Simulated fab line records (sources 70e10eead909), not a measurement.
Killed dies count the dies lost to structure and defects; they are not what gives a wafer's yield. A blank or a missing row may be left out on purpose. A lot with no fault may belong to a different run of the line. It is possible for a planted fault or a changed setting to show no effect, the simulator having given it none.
Which tool is to blame?    flow nand harc    14 lots, 42 wafers sampled, at 5 steps of a route of 1159

## WHAT EACH GAUGE READ, for each wafer
NHARC_THIN_TSV_INSPECT_40. Usual: raw defect count 439, standard deviation 63.
lot   measured      on                 raw defect count  flag
L114  day 19 17:02  defect inspect-01  473 394 439       
L117  day 20 00:23  defect inspect-02  470 408 408       
L116  day 19 13:31  defect inspect-02  402 430 376       
L118  day 21 06:11  defect inspect-01  425 550 447       
L119  day 20 14:01  defect inspect-02  346 370 373       
L120  day 21 06:11  defect inspect-02  578 505 437       
L121  day 21 14:26  defect inspect-01  394 389 429       
L122  day 21 06:11  defect inspect-02  441 397 376       
L123  day 21 14:26  defect inspect-02  375 315 359       
L129  day 23 08:58  defect inspect-01  473 424 455       
L135  day 25 08:55  defect inspect-02  424 378 413       

NHARC_END_SORT_01. Usual: killed at array 27, standard deviation 11; killed at other 0.6, standard deviation 1; killed at periphery 3.0, standard deviation 2.1; killed dies 31, standard deviation 12; killed open 3.2, standard deviation 1.7; killed short 1.7, standard deviation 1.4.
lot   measured      on         killed at array  killed at other  killed at periphery  killed dies  killed open  killed short  flag
L130  day 23 22:05  prober-02  643 662 659      1 2 0            4 5 10               648 669 669  2 2 3        2 3 1         OFF
L132  day 24 14:32  prober-02  648 657 662      0 0 0            3 4 2                651 661 664  2 6 3        3 2 1         OFF
L134  day 25 01:40  prober-01  663 655 669      0 0 0            2 5 6                665 660 675  2 5 3        0 1 0         OFF

## EACH LOT AND THE TOOL THAT RAN IT (in order: tool; ch and the chambers of the sampled wafers; start)
lot   NHARC_A_CHANNEL_HOLE_D1_DEP_00  NHARC_THIN_TSV_ETCH_44              NHARC_THIN_TSV_ANNEAL_52
L114  acl dep-01 ch 0, day 8 17:55    rie diel-05 ch 1,3, day 19 05:14    rtp anneal-01 ch 0, day 19 09:20
L117  acl dep-01 ch 0, day 8 21:02    rie diel-07 ch 0,1,3, day 19 12:47  rtp anneal-02 ch 0, day 19 16:41
L116  acl dep-02 ch 0, day 8 21:47    rie diel-07 ch 0,2,3, day 19 04:10  rtp anneal-01 ch 0, day 19 07:54
L118  acl dep-01 ch 0, day 9 15:25    rie diel-13 ch 1,2,3, day 20 19:03  rtp anneal-01 ch 0, day 20 22:45
L119  acl dep-02 ch 0, day 9 16:11    rie diel-07 ch 0,2, day 20 02:13    rtp anneal-02 ch 0, day 20 06:10
L120  acl dep-02 ch 0, day 10 02:31   rie diel-05 ch 2,3, day 20 20:02    rtp anneal-02 ch 0, day 20 23:55
L121  acl dep-03 ch 0, day 10 02:31   rie diel-13 ch 0,2,3, day 21 03:40  rtp anneal-02 ch 0, day 21 07:28
L122  acl dep-02 ch 0, day 10 08:58   rie diel-13 ch 0,1,2, day 20 21:07  rtp anneal-01 ch 0, day 21 01:04
L123  acl dep-01 ch 0, day 10 09:27   rie diel-07 ch 1,2, day 21 02:24    rtp anneal-02 ch 0, day 21 06:40
L129  acl dep-03 ch 0, day 12 08:23   rie diel-13 ch 0,1, day 22 21:26    rtp anneal-02 ch 0, day 23 01:12
L130  acl dep-02 ch 0, day 12 17:34   -                                   -
L132  acl dep-02 ch 0, day 13 03:25   -                                   -
L134  acl dep-02 ch 0, day 13 05:40   -                                   -
L135  acl dep-01 ch 0, day 14 00:44   rie diel-05 ch 0,1,2, day 24 21:43  rtp anneal-02 ch 0, day 25 01:30
- NHARC_A_CHANNEL_HOLE_D1_DEP_00: deposits aC, target thk 3100 nm.
- NHARC_THIN_TSV_ETCH_44: etches the open film in CF4/O2, target depth 1594.2 nm, time 797.1 s.
- NHARC_THIN_TSV_ANNEAL_52: time 90 s.

## AS READ BY THE TOOLS THEMSELVES (means over the sampled wafers that have a number; for cases with no such wafer, the mark the record gives instead)
NHARC_A_CHANNEL_HOLE_D1_DEP_00. Usual: throttle valve pct 35.000 %, standard deviation 0.0094.
lot   tool        throttle valve pct (%)  flag
L114  acl dep-01  35.002                  
L117  acl dep-01  35.012                  
L116  acl dep-02  34.997                  
L118  acl dep-01  34.998                  
L119  acl dep-02  34.998                  
L120  acl dep-02  34.995                  
L121  acl dep-03  34.997                  
L122  acl dep-02  34.991                  
L123  acl dep-01  34.999                  
L129  acl dep-03  35.000                  
L130  acl dep-02  35.003                  
L132  acl dep-02  34.991                  
L134  acl dep-02  35.004                  
L135  acl dep-01  34.997                  

NHARC_THIN_TSV_ETCH_44. Usual: cf4 flow sccm 150.1 sccm, standard deviation 0.47; drypump motor current A 5.6 A, standard deviation 0.38; oes product au 0.998 a.u., standard deviation 0.01; rf vpp V 792 V, standard deviation 5; showerhead plenum p Torr 1.80 Torr, standard deviation 0.08; throttle valve pct 16.913 %, standard deviation 0.0098.
lot   tool         cf4 flow sccm (sccm)  drypump motor current A (A)  oes product au (a.u.)  rf vpp V (V)  showerhead plenum p Torr (Torr)  throttle valve pct (%)  flag
L114  rie diel-05  150.4                 6.2                          1.005                  799           1.91                             16.918                  
L117  rie diel-07  150.0                 5.7                          0.995                  792           1.78                             16.914                  
L116  rie diel-07  150.0                 5.5                          1.006                  789           1.76                             16.915                  
L118  rie diel-13  149.9                 5.7                          0.997                  795           1.84                             16.911                  
L119  rie diel-07  150.1                 5.5                          1.006                  788           1.74                             16.903                  
L120  rie diel-05  150.2                 6.3                          0.986                  801           1.94                             16.908                  
L121  rie diel-13  150.5                 5.4                          0.992                  792           1.80                             16.923                  
L122  rie diel-13  150.5                 5.7                          0.984                  790           1.76                             16.916                  
L123  rie diel-07  149.9                 5.3                          1.005                  791           1.77                             16.914                  
L129  rie diel-13  150.0                 5.8                          0.995                  792           1.80                             16.925                  
L135  rie diel-05  150.4                 5.8                          1.004                  793           1.83                             16.908                  

NHARC_THIN_TSV_ANNEAL_52. Usual: wafer_temp_C_max 226.36, standard deviation 0.3.
lot   tool           wafer_temp_C_max  flag
L114  rtp anneal-01  226.36            
L117  rtp anneal-02  226.62            
L116  rtp anneal-01  226.20            
L118  rtp anneal-01  226.41            
L119  rtp anneal-02  226.22            
L120  rtp anneal-02  226.43            
L121  rtp anneal-02  226.84            
L122  rtp anneal-01  225.76            
L123  rtp anneal-02  226.82            
L129  rtp anneal-02  226.29            
L135  rtp anneal-02  226.42            

## THE ANSWER, worked out from the rows above alone
Rule: a lot is off if the mean of its wafers that have a number lies more than 3 standard deviations from the usual mean. Also off: a lot with no number at a reading for which 4 or more lots have one. Where the step has rows for the other lots, those lots are counted as sound. The gauges are gone through in route order, then the tools' own readings, and for those a lot's mean is taken as printed above. At the first step where some lot is off, the reading lying furthest off is the one used; lots without a number count as furthest.
Off, at NHARC_END_SORT_01 on killed at array: L130, L132, L134. Neither off nor sound, because the step has no rows for them: L114, L117, L116, L118, L119, L120, L121, L122, L123, L129, L135.
A tool fits if, at a process step before that reading, it ran every lot that is off, and no sound lot after the first of them. Gauges at NHARC_END_SORT_01: tried the same way as those tools. One candidate fits, namely acl dep-02 at NHARC_A_CHANNEL_HOLE_D1_DEP_00. It ran no sound lot before its first lot that is off in this sample, so the start can't be narrowed down.

## WHAT HAD BEEN PUT IN BY THE SIMULATOR
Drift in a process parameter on acl dep-02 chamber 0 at NHARC_A_CHANNEL_HOLE_D1_DEP_00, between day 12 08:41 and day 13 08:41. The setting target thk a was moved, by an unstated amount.
Lots struck among those shown: L130, L132, L134. The rule above reached the same finding.
